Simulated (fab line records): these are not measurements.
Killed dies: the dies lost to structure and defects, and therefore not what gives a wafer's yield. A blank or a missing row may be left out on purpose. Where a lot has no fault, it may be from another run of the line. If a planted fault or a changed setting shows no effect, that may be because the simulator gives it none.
fab line records    flow n5_finfet
record lots=7  wafers=39
route steps=1938 shown BEOL_M5@1112 BEOL_M7@1263 BEOL_M14@1751 MIM_BOT@1833
start_h: start of the lot's first displayed wafer, in hours after the record's first day    wait_h: time in hours since the lot's previous step    " repeats the value in the row above    L1.1+2: a row that stands for several wafers    - no value present, or no start provided    * or withheld: withheld    < > ~ a bound
route shown NAME@n: a module of which the file shows steps, and the number in the route of the first    usual: mean/standard deviation taken from wafers without a fault    same: alike in all rows    chamber/n: place in a boat    sites: readings site by site    _std_site: the values' standard deviation    _edge_site: mean of outer sites minus mean of inner sites    radius_mm: how far each site lies from the wafer's centre    mask NAME#n: copy n    behind: the most recent tool/chamber to have shaped the wafer    hold: what put the lot on hold/how long, in hours/how the hold closed    device: transistor that didn't switch, given as n, p or np    end of line: tests of these same wafers at the route's end    a step with no rows: only its recipe    killed: not the wafer's yield, but the dies lost to structure and defects at the first sort    map: a wafer's dies, x killed, . not, _ none there
set.NAME: setting as actually run; set.NAME@STEP: the setting as run at that earlier step    model.NAME: the simulator's own value behind a step, which no gauge read
lots where settings were altered on purpose, with a table for each step and a row for each wafer
## steps
# step N5_BEOL_M5_ILD_DEP_00
# recipe material=SiCOH_lowk  target_thk_a=1406.4  temp_c=300  precursor=DEMS/porogen  pressure_torr=5  rf_w=500  time_s=25.9
lot.wafer  tool      chamber  start_h  wait_h  set.target_thk_a  model.SiCOH_lowk_of_BEOL_M5_ILD_DEP_00.thk_nm
L075.1     pecvd-03  1        170.72   0.8     1406.4            139.8
L075.2     "         0        "        "       1406.4            140.8
L075.3     "         2        "        "       1406.4            140.4
L075.4     "         2        "        "       1114              113
L075.5     "         0        "        "       1114              112.6
L075.6     "         1        "        "       1114              110.8
L076.1+3   pecvd-03  1,2      171.39   0.8     1406.4            140.4
L076.2     "         0        "        "       2039              204.2
L076.4     "         1        "        "       1406.4            142
L076.5+6   "         2,0      "        "       2039              206
L087.1     pecvd-01  0        257.25   0.8     1406.4            139
L087.2     "         1        "        "       638               60.8
L087.3     "         2        "        "       1406.4            138.6
L087.4     "         0        "        "       638               62.2
L087.5     "         2        "        "       638               61.6
L087.6     "         1        "        "       1406.4            139.6
L085.1     pecvd-03  1        260.51   0.8     1862              185.8
L085.2     "         0        "        "       1406.4            140
L085.3     "         2        "        "       1862              186
L085.4     "         2        "        "       1406.4            143.2
L085.5     "         0        "        "       1862              188.6
L085.6     "         1        "        "       1406.4            142.6
L090.2     pecvd-01  2        263.86   0.7     1406.4            140
L090.4     "         2        "        "       1406.4            140.2
L090.6     "         1        "        "       1406.4            140.8
L093.1     pecvd-01  1        290.48   0.8     1406.4            139.2
L093.2     "         2        "        "       1406.4            140.2
L093.3     "         0        "        "       1406.4            139
L093.4     "         1        "        "       1406.4            141.8
L093.5     "         2        "        "       1406.4            141.4
L093.6     "         0        "        "       1406.4            140.6
L094.1     pecvd-02  2        294.20   0.8     1406.4            140.2
L094.2     "         1        "        "       1000              97
L094.3     "         0        "        "       1000              98.4
L094.4     "         2        "        "       1406.4            142
L094.5     "         0        "        "       1406.4            141.2
L094.6     "         1        "        "       1000              99.2
# step N5_BEOL_M5_CURE_79
# recipe temp_c=385  time_s=240  ambient=He/Ar  material=SiCOH_lowk
lot.wafer  tool        chamber  start_h  wait_h  set.target_thk_a@BEOL_M5_ILD_DEP_00  model.SiCOH_lowk_of_BEOL_M5_ILD_DEP_00.thk_nm
L075.1     uv_cure-01  0        170.78   0.0     1406.4                               120.2
L075.2     "           0        "        "       1406.4                               121.2
L075.3     "           0        "        "       1406.4                               120.8
L075.4     "           0        "        "       1114                                 97
L075.5     "           0        "        "       1114                                 96.8
L075.6     "           0        "        "       1114                                 95
L076.1+3   uv_cure-02  2        171.45   0.0     1406.4                               120.8
L076.2     "           2        "        "       2039                                 176.4
L076.4     "           2        "        "       1406.4                               122
L076.5+6   "           2        "        "       2039                                 177.8
L087.1     uv_cure-02  0        257.31   0.0     1406.4                               119.6
L087.2     "           0        "        "       638                                  52
L087.3     "           0        "        "       1406.4                               119.2
L087.4     "           0        "        "       638                                  53.2
L087.5     "           0        "        "       638                                  52.8
L087.6     "           0        "        "       1406.4                               120.2
L085.1     uv_cure-03  2        260.58   0.0     1862                                 160.4
L085.2     "           2        "        "       1406.4                               120.4
L085.3     "           2        "        "       1862                                 160.6
L085.4     "           2        "        "       1406.4                               123.2
L085.5     "           2        "        "       1862                                 162.6
L085.6     "           2        "        "       1406.4                               122.8
L090.2     uv_cure-01  2        264.00   0.1     1406.4                               120.4
L090.4     "           2        "        "       1406.4                               120.6
L090.6     "           2        "        "       1406.4                               121.2
L093.1     uv_cure-02  0        290.54   0.0     1406.4                               119.8
L093.2     "           0        "        "       1406.4                               120.6
L093.3     "           0        "        "       1406.4                               119.6
L093.4     "           0        "        "       1406.4                               122
L093.5     "           0        "        "       1406.4                               121.6
L093.6     "           0        "        "       1406.4                               121
L094.1     uv_cure-01  2        294.26   0.0     1406.4                               120.6
L094.2     "           2        "        "       1000                                 83.2
L094.3     "           2        "        "       1000                                 84.4
L094.4     "           2        "        "       1406.4                               122.2
L094.5     "           2        "        "       1406.4                               121.4
L094.6     "           2        "        "       1000                                 85
# step N5_BEOL_M5_THK_MEAS_01
# recipe reads=SiCOH_lowk_of_BEOL_M5_ILD_DEP_00
# usual M5_ILD_THK=120.9/1.5
lot.wafer  tool           chamber  start_h  wait_h  set.target_thk_a@BEOL_M5_ILD_DEP_00  M5_ILD_THK[nm]
L075.1     film_metro-01  -        171.29   0.4     1406.4                               120.3
L075.2     "              -        "        "       1406.4                               121.2
L075.3     "              -        "        "       1406.4                               120.7
L075.4     "              -        "        "       1114                                 97.1
L075.5     "              -        "        "       1114                                 96.7
L075.6     "              -        "        "       1114                                 95.0
L076.1     film_metro-02  -        171.96   0.4     1406.4                               120.7
L076.2     "              -        "        "       2039                                 176.4
L076.3     "              -        "        "       1406.4                               120.8
L076.4     "              -        "        "       1406.4                               122.2
L076.5     "              -        "        "       2039                                 177.9
L076.6     "              -        "        "       2039                                 177.9
L087.1     film_metro-01  -        257.82   0.4     1406.4                               119.5
L087.2     "              -        "        "       638                                  52.1
L087.3     "              -        "        "       1406.4                               119.1
L087.4     "              -        "        "       638                                  53.2
L087.5     "              -        "        "       638                                  52.8
L087.6     "              -        "        "       1406.4                               120.3
L085.1     film_metro-02  -        261.09   0.4     1862                                 160.2
L085.2     "              -        "        "       1406.4                               120.4
L085.3     "              -        "        "       1862                                 160.5
L085.4     "              -        "        "       1406.4                               123.2
L085.5     "              -        "        "       1862                                 162.7
L085.6     "              -        "        "       1406.4                               122.7
L090.2     film_metro-02  -        264.43   0.4     1406.4                               120.5
L090.4     "              -        "        "       1406.4                               120.6
L090.6     "              -        "        "       1406.4                               121.2
L093.1     film_metro-02  -        291.05   0.4     1406.4                               119.8
L093.2     "              -        "        "       1406.4                               120.7
L093.3     "              -        "        "       1406.4                               119.5
L093.4     "              -        "        "       1406.4                               122.1
L093.5     "              -        "        "       1406.4                               121.7
L093.6     "              -        "        "       1406.4                               121.1
L094.1     film_metro-01  -        294.77   0.4     1406.4                               120.5
L094.2     "              -        "        "       1000                                 83.2
L094.3     "              -        "        "       1000                                 84.4
L094.4     "              -        "        "       1406.4                               122.2
L094.5     "              -        "        "       1406.4                               121.5
L094.6     "              -        "        "       1000                                 85.0
# step N5_BEOL_M7_ILD_DEP_00
# recipe material=SiCOH_lowk  target_thk_a=1797.5  temp_c=300  precursor=DEMS/porogen  pressure_torr=5  rf_w=500  time_s=33.4
lot.wafer  tool      chamber  start_h  wait_h  set.target_thk_a  model.SiCOH_lowk_of_BEOL_M7_ILD_DEP_00.thk_nm
L075.1     pecvd-04  0        193.80   0.0     1797.5            178
L075.2     "         1        "        "       1797.5            174.8
L075.3     "         1        "        "       949.2             94
L075.4     "         0        "        "       1797.5            180.4
L075.5+6   "         1,0      "        "       949.2             94.6
L076.1     pecvd-01  2        193.86   0.0     1797.5            176.4
L076.2     "         0        "        "       1797.5            179
L076.3     "         1        "        "       1797.5            179.6
L076.4     "         0        "        "       2474              248.4
L076.5     "         1        "        "       2474              251.2
L076.6     "         2        "        "       2474              249.8
L087.1     pecvd-01  2        281.68   0.0     2352              235.2
L087.2     "         0        "        "       2352              234.8
L087.3     "         1        "        "       2352              233.8
L087.4     "         1        "        "       1797.5            180.8
L087.5     "         2        "        "       1797.5            180.6
L087.6     "         0        "        "       1797.5            183.2
L085.1     pecvd-02  1        284.31   0.0     842.4             86.8
L085.2     "         0        "        "       1797.5            178.6
L085.3     "         2        "        "       1797.5            181
L085.4     "         2        "        "       1797.5            182.6
L085.5+6   "         0,1      "        "       842.4             87.4
L090.2     pecvd-04  1        290.30   0.0     1797.5            178.8
L090.4     "         0        "        "       1797.5            178.4
L090.6     "         1        "        "       1797.5            179.4
L093.1     pecvd-04  2        311.86   0.0     1797.5            179.2
L093.2     "         0        "        "       1797.5            178.4
L093.3     "         1        "        "       1797.5            178
L093.4     "         0        "        "       1797.5            181.2
L093.5     "         1        "        "       1797.5            182
L093.6     "         2        "        "       1797.5            182.6
L094.1     pecvd-04  0        313.75   0.0     1797.5            176.2
L094.2     "         2        "        "       1797.5            177.8
L094.3     "         1        "        "       1797.5            172
L094.4     "         0        "        "       1797.5            176.4
L094.5     "         2        "        "       1797.5            177.2
L094.6     "         1        "        "       1797.5            180
# step N5_BEOL_M7_CURE_74
# recipe temp_c=385  time_s=240  ambient=He/Ar  material=SiCOH_lowk
lot.wafer  tool        chamber  start_h  wait_h  set.target_thk_a@BEOL_M7_ILD_DEP_00  model.SiCOH_lowk_of_BEOL_M7_ILD_DEP_00.thk_nm
L075.1     uv_cure-02  0        193.89   0.1     1797.5                               153.4
L075.2     "           0        "        "       1797.5                               150.6
L075.3     "           0        "        "       949.2                                80.6
L075.4     "           0        "        "       1797.5                               155.4
L075.5     "           0        "        "       949.2                                81
L075.6     "           0        "        "       949.2                                81.2
L076.1     uv_cure-01  2        194.04   0.2     1797.5                               152.2
L076.2     "           2        "        "       1797.5                               154.4
L076.3     "           2        "        "       1797.5                               154.8
L076.4     "           2        "        "       2474                                 215
L076.5     "           2        "        "       2474                                 217.6
L076.6     "           2        "        "       2474                                 216.2
L087.1     uv_cure-03  0        281.75   0.0     2352                                 203.4
L087.2     "           0        "        "       2352                                 203
L087.3     "           0        "        "       2352                                 202.2
L087.4     "           0        "        "       1797.5                               155.8
L087.5     "           0        "        "       1797.5                               155.6
L087.6     "           0        "        "       1797.5                               158
L085.1     uv_cure-01  1        284.37   0.0     842.4                                74.4
L085.2     "           1        "        "       1797.5                               154
L085.3     "           1        "        "       1797.5                               156
L085.4     "           1        "        "       1797.5                               157.4
L085.5+6   "           1        "        "       842.4                                75
L090.2     uv_cure-01  0        290.44   0.1     1797.5                               154
L090.4     "           0        "        "       1797.5                               153.8
L090.6     "           0        "        "       1797.5                               154.6
L093.1     uv_cure-01  1        312.26   0.4     1797.5                               154.6
L093.2     "           1        "        "       1797.5                               153.8
L093.3     "           1        "        "       1797.5                               153.4
L093.4     "           1        "        "       1797.5                               156.2
L093.5     "           1        "        "       1797.5                               157
L093.6     "           1        "        "       1797.5                               157.4
L094.1     uv_cure-02  2        313.82   0.0     1797.5                               151.8
L094.2     "           2        "        "       1797.5                               153.4
L094.3     "           2        "        "       1797.5                               148.2
L094.4     "           2        "        "       1797.5                               152
L094.5     "           2        "        "       1797.5                               152.6
L094.6     "           2        "        "       1797.5                               155.2
# step N5_BEOL_M7_THK_MEAS_01
# recipe reads=SiCOH_lowk_of_BEOL_M7_ILD_DEP_00
# usual M7_ILD_THK=154.6/1.8
lot.wafer  tool           chamber  start_h  wait_h  set.target_thk_a@BEOL_M7_ILD_DEP_00  M7_ILD_THK[nm]
L075.1     film_metro-02  -        194.40   0.4     1797.5                               153.5
L075.2     "              -        "        "       1797.5                               150.7
L075.3     "              -        "        "       949.2                                80.6
L075.4     "              -        "        "       1797.5                               155.6
L075.5     "              -        "        "       949.2                                81.0
L075.6     "              -        "        "       949.2                                81.2
L076.1     film_metro-02  -        194.56   0.4     1797.5                               152.1
L076.2     "              -        "        "       1797.5                               154.3
L076.3     "              -        "        "       1797.5                               154.8
L076.4     "              -        "        "       2474                                 215.0
L076.5     "              -        "        "       2474                                 217.5
L076.6     "              -        "        "       2474                                 216.1
L087.1     film_metro-02  -        282.26   0.4     2352                                 203.5
L087.2     "              -        "        "       2352                                 203.2
L087.3     "              -        "        "       2352                                 202.2
L087.4     "              -        "        "       1797.5                               155.8
L087.5     "              -        "        "       1797.5                               155.7
L087.6     "              -        "        "       1797.5                               158.0
L085.1     film_metro-01  -        284.90   0.4     842.4                                74.4
L085.2     "              -        "        "       1797.5                               154.2
L085.3     "              -        "        "       1797.5                               156.3
L085.4     "              -        "        "       1797.5                               157.4
L085.5     "              -        "        "       842.4                                74.9
L085.6     "              -        "        "       842.4                                74.9
L090.2     film_metro-01  -        290.88   0.4     1797.5                               154.1
L090.4     "              -        "        "       1797.5                               153.8
L090.6     "              -        "        "       1797.5                               154.8
L093.1     film_metro-01  -        312.77   0.4     1797.5                               154.4
L093.2     "              -        "        "       1797.5                               153.8
L093.3     "              -        "        "       1797.5                               153.5
L093.4     "              -        "        "       1797.5                               156.3
L093.5     "              -        "        "       1797.5                               157.0
L093.6     "              -        "        "       1797.5                               157.3
L094.1     film_metro-01  -        314.33   0.4     1797.5                               151.9
L094.2     "              -        "        "       1797.5                               153.4
L094.3     "              -        "        "       1797.5                               148.3
L094.4     "              -        "        "       1797.5                               151.9
L094.5     "              -        "        "       1797.5                               152.8
L094.6     "              -        "        "       1797.5                               155.3
# step N5_BEOL_M14_ETCH_68
# recipe chemistry=N2/H2  target=SOC  mask_material=SiARC  source_w=3000  bias_w=350  temp_c=40  time_s=450  ion_energy_ev=200  pressure_mtorr=30  n2_flow_sccm=200  h2_flow_sccm=200
lot.wafer  tool         chamber  start_h  wait_h  set.time_s  model.SiARC_of_BEOL_M14_COAT_66.thk_nm  model.BEOL_M14.cd_nm
L076.1     rie_diel-06  0        248.35   0.1     693.8       39.8                                    286.6
L076.2     "            1        "        "       450         64.8                                    279.4
L076.3     "            2        "        "       450         64.4                                    279.2
L076.4     "            1        "        "       693.8       40.6                                    283
L076.5     "            2        "        "       693.8       39.4                                    286.2
L076.6     "            0        "        "       450         64.6                                    280.2
L075.1     rie_diel-06  0        254.45   0.1     686.5       41.2                                    282.4
L075.2     "            1        "        "       450         65.6                                    279.8
L075.3     "            2        "        "       450         64.4                                    279.8
L075.4     "            0        "        "       686.5       41.6                                    283.4
L075.5     "            1        "        "       686.5       42.2                                    284.4
L075.6     "            2        "        "       450         64.8                                    279
L087.1     rie_diel-02  3        341.99   0.1     450         65.6                                    280
L087.2     "            1        "        "       450         64.8                                    281.2
L087.3     "            2        "        "       450         64.4                                    281
L087.4     "            0        "        "       450         65.6                                    280.2
L087.5     "            2        "        "       450         64.8                                    279.8
L087.6     "            3        "        "       450         65                                      280.2
L085.1     rie_diel-01  2        344.01   0.1     280.5       82                                      275.6
L085.2     "            0        "        "       280.5       82.4                                    275.6
L085.3     "            1        "        "       450         65.8                                    279.6
L085.4     "            3        "        "       450         65.6                                    278.4
L085.5     "            1        "        "       450         65.4                                    277.6
L085.6     "            0        "        "       280.5       82.2                                    276
L090.2     rie_diel-01  0        346.22   0.1     450         64.2                                    281.6
L090.4     "            1        "        "       450         64.4                                    282.2
L090.6     "            1        "        "       450         63.8                                    281.8
L094.1+3   rie_diel-01  1,2      368.29   0.1     612.1       48                                      284
L094.2     "            3        "        "       612.1       48                                      284.6
L094.4     "            0        "        "       450         64.2                                    280.6
L094.5     "            0        "        "       450         64                                      281
L094.6     "            3        "        "       450         64.4                                    282
L093.1     rie_diel-02  2        373.82   0.1     450         65                                      280.2
L093.2     "            1        "        "       523.4       57.4                                    282.6
L093.3     "            0        "        "       450         65.8                                    277.8
L093.4     "            1        "        "       523.4       57.2                                    281.6
L093.5     "            0        "        "       450         66.2                                    279.8
L093.6     "            2        "        "       523.4       57.6                                    279.8
# step N5_BEOL_M14_STRIP_69
# recipe chemistry=N2/H2  temp_c=40  n2_flow_sccm=200  h2_flow_sccm=200  rf_frequency_hz=6e+07
# step N5_BEOL_M14_TRENCH_ETCH_34
# recipe chemistry=C4F8/O2/Ar  target=SiO2  target_depth_a=5566.5  mask_material=SOC  he_inner_torr=15  he_outer_torr=30  time_s=126.9  ion_energy_ev=800  pressure_mtorr=20  source_w=1905  bias_w=2040  Ar_flow_sccm=400  C4F8_flow_sccm=16  O2_flow_sccm=12
lot.wafer  tool         chamber  start_h  wait_h  set.time_s@BEOL_M14_ETCH_68  model.BEOL_M14.cd_nm
L076.1+5   rie_diel-06  0,2      248.62   0.0     693.8                        286.4
L076.2+3   "            1,2      "        "       450                          279.4
L076.4     "            1        "        "       693.8                        282.8
L076.6     "            0        "        "       450                          280.2
L075.1     rie_diel-06  0        254.73   0.0     686.5                        282.6
L075.2     "            1        "        "       450                          280
L075.3     "            2        "        "       450                          280.2
L075.4     "            0        "        "       686.5                        283.4
L075.5     "            1        "        "       686.5                        284.6
L075.6     "            2        "        "       450                          279.4
L087.1+5   rie_diel-02  3,2      342.26   0.0     450                          280
L087.2     "            1        "        "       450                          281
L087.3     "            2        "        "       450                          281.4
L087.4+6   "            0,3      "        "       450                          280.2
L085.1+2   rie_diel-01  2,0      344.28   0.0     280.5                        275.8
L085.3     "            1        "        "       450                          279.8
L085.4     "            3        "        "       450                          278.2
L085.5     "            1        "        "       450                          277.8
L085.6     "            0        "        "       280.5                        276.2
L090.2     rie_diel-01  0        346.50   0.0     450                          281.8
L090.4+6   "            1        "        "       450                          282
L094.1+3   rie_diel-01  1,2      368.57   0.0     612.1                        284
L094.2     "            3        "        "       612.1                        284.8
L094.4     "            0        "        "       450                          280.8
L094.5     "            0        "        "       450                          281.2
L094.6     "            3        "        "       450                          281.8
L093.1     rie_diel-02  2        374.09   0.0     450                          280.4
L093.2     "            1        "        "       523.4                        282.4
L093.3     "            0        "        "       450                          277.8
L093.4     "            1        "        "       523.4                        281.6
L093.5     "            0        "        "       450                          279.6
L093.6     "            2        "        "       523.4                        279.6
# step N5_BEOL_M14_STRIP_70
# recipe chemistry=C4F8/O2/Ar  resist=SiARC  rf_frequency_hz=6e+07
# step N5_BEOL_M14_STRIP_37
# recipe chemistry=O2  power_w=600  temp_c=60  pressure_mtorr=30  rf_frequency_hz=6e+07  bias_power_w=0  overash_fraction=0.3  o2_flow_sccm=225
# step N5_BEOL_M14_ETCH_38
# recipe chemistry=CF4/N2  target=SiCN  target_depth_a=1065  taper_deg=2  time_s=120.6  ion_energy_ev=150  mask_material=SiO2  pressure_mtorr=40  source_w=430  bias_w=70  Ar_flow_sccm=100  cf4_flow_sccm=60  n2_flow_sccm=60
lot.wafer  tool         chamber  start_h  wait_h  set.time_s@BEOL_M14_ETCH_68  model.BEOL_M14.cd_nm
L076.1+5   rie_diel-06  0,2      -        -       693.8                        286.4
L076.2     "            2        "        "       450                          279.4
L076.3     "            1        "        "       450                          279.2
L076.4     "            0        "        "       693.8                        282.8
L076.6     "            1        "        "       450                          280
L075.1     rie_diel-01  2        -        -       686.5                        282.6
L075.2     "            0        "        "       450                          280
L075.3     "            3        "        "       450                          280.2
L075.4     "            0        "        "       686.5                        283.6
L075.5     "            2        "        "       686.5                        284.6
L075.6     "            3        "        "       450                          279.4
L087.1+5   rie_diel-01  3        -        -       450                          280
L087.2     "            2        "        "       450                          281
L087.3     "            0        "        "       450                          281.2
L087.4+6   "            1,0      "        "       450                          280.2
L085.1+2   rie_diel-02  1,0      -        -       280.5                        275.8
L085.3     "            2        "        "       450                          279.8
L085.4     "            2        "        "       450                          278.2
L085.5     "            0        "        "       450                          277.8
L085.6     "            1        "        "       280.5                        276.2
L090.2     rie_diel-01  2        -        -       450                          281.8
L090.4+6   "            3,2      "        "       450                          282
L094.1+3   rie_diel-01  3,2      -        -       612.1                        284
L094.2     "            0        "        "       612.1                        284.6
L094.4     "            1        "        "       450                          280.6
L094.5     "            3        "        "       450                          281.2
L094.6     "            0        "        "       450                          281.8
L093.1     rie_diel-06  1        -        -       450                          280.4
L093.2     "            0        "        "       523.4                        282.6
L093.3     "            2        "        "       450                          278
L093.4     "            3        "        "       523.4                        281.6
L093.5     "            3        "        "       450                          279.6
L093.6     "            2        "        "       523.4                        279.6
# step N5_MIM_BOT_SPUTTER_00
# recipe material=TiN  target_thk_a=350  temp_c=200  power_w=3000  chamber_pressure_pa=0.49996  gas=Ar  reactive_partial_pa=0.37997  time_s=89.7
lot.wafer  tool            chamber  start_h  wait_h  set.target_thk_a  model.TiN_of_MIM_BOT_SPUTTER_00.thk_nm
L076.1+5   pvd_sputter-03  -        259.34   0.0     350               34.4
L076.2+3   "               -        "        "       350               34.8
L076.4+6   "               -        "        "       350               34.6
L075.1+6   pvd_sputter-03  -        266.87   0.0     350               35
L075.2+5   "               -        "        "       211.7             21.6
L075.3     "               -        "        "       350               35.4
L075.4     "               -        "        "       211.7             20.8
L087.1+5   pvd_sputter-01  -        353.07   0.0     350               34.6
L087.2     "               -        "        "       444.9             44.4
L087.3     "               -        "        "       444.9             44.2
L087.4     "               -        "        "       444.9             43.8
L087.6     "               -        "        "       350               34.8
L085.1     pvd_sputter-01  -        354.43   0.0     248.2             24.2
L085.2+5   "               -        "        "       350               34.2
L085.3+6   "               -        "        "       248.2             24.4
L085.4     "               -        "        "       350               34.6
L090.2+6   pvd_sputter-01  -        358.49   0.0     350               34.4
L090.4     "               -        "        "       350               34
L094.1+3   pvd_sputter-02  -        378.30   0.0     556.9             55.6
L094.2+6   "               -        "        "       350               35.2
L094.4     "               -        "        "       350               35
L094.5     "               -        "        "       556.9             55.4
L093.1+3   pvd_sputter-02  -        388.03   0.0     464.1             47
L093.2     "               -        "        "       350               35.6
L093.4+5   "               -        "        "       350               35.4
L093.6     "               -        "        "       464.1             47.2
## key
split step=N5_BEOL_M5_ILD_DEP_00  setting=target_thk_a  stated=1406.4  by=wafer
response step=N5_BEOL_M5_ILD_DEP_00  reading=model.SiCOH_lowk_of_BEOL_M5_ILD_DEP_00.thk_nm  change=+1.42  per=1%  r=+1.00
response step=N5_BEOL_M5_CURE_79  reading=model.SiCOH_lowk_of_BEOL_M5_ILD_DEP_00.thk_nm  change=+1.23  per=1%  r=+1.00
response step=N5_BEOL_M5_THK_MEAS_01  reading=M5_ILD_THK  change=+1.23  per=1%  r=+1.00
split step=N5_BEOL_M7_ILD_DEP_00  setting=target_thk_a  stated=1797.5  by=wafer
response step=N5_BEOL_M7_ILD_DEP_00  reading=model.SiCOH_lowk_of_BEOL_M7_ILD_DEP_00.thk_nm  change=+1.78  per=1%  r=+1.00
response step=N5_BEOL_M7_CURE_74  reading=model.SiCOH_lowk_of_BEOL_M7_ILD_DEP_00.thk_nm  change=+1.55  per=1%  r=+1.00
response step=N5_BEOL_M7_THK_MEAS_01  reading=M7_ILD_THK  change=+1.55  per=1%  r=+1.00
split step=N5_BEOL_M14_ETCH_68  setting=time_s  stated=450  by=wafer
response step=N5_BEOL_M14_ETCH_68  reading=model.SiARC_of_BEOL_M14_COAT_66.thk_nm  change=-0.45  per=1%  r=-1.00
response step=N5_BEOL_M14_ETCH_68  reading=model.BEOL_M14.cd_nm  change=+0.0873  per=1%  r=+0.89
response step=N5_BEOL_M14_TRENCH_ETCH_34  reading=model.BEOL_M14.cd_nm  change=+0.0844  per=1%  r=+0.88
response step=N5_BEOL_M14_ETCH_38  reading=model.BEOL_M14.cd_nm  change=+0.0856  per=1%  r=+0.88
split step=N5_MIM_BOT_SPUTTER_00  setting=target_thk_a  stated=350  by=wafer
response step=N5_MIM_BOT_SPUTTER_00  reading=model.TiN_of_MIM_BOT_SPUTTER_00.thk_nm  change=+0.348  per=1%  r=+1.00
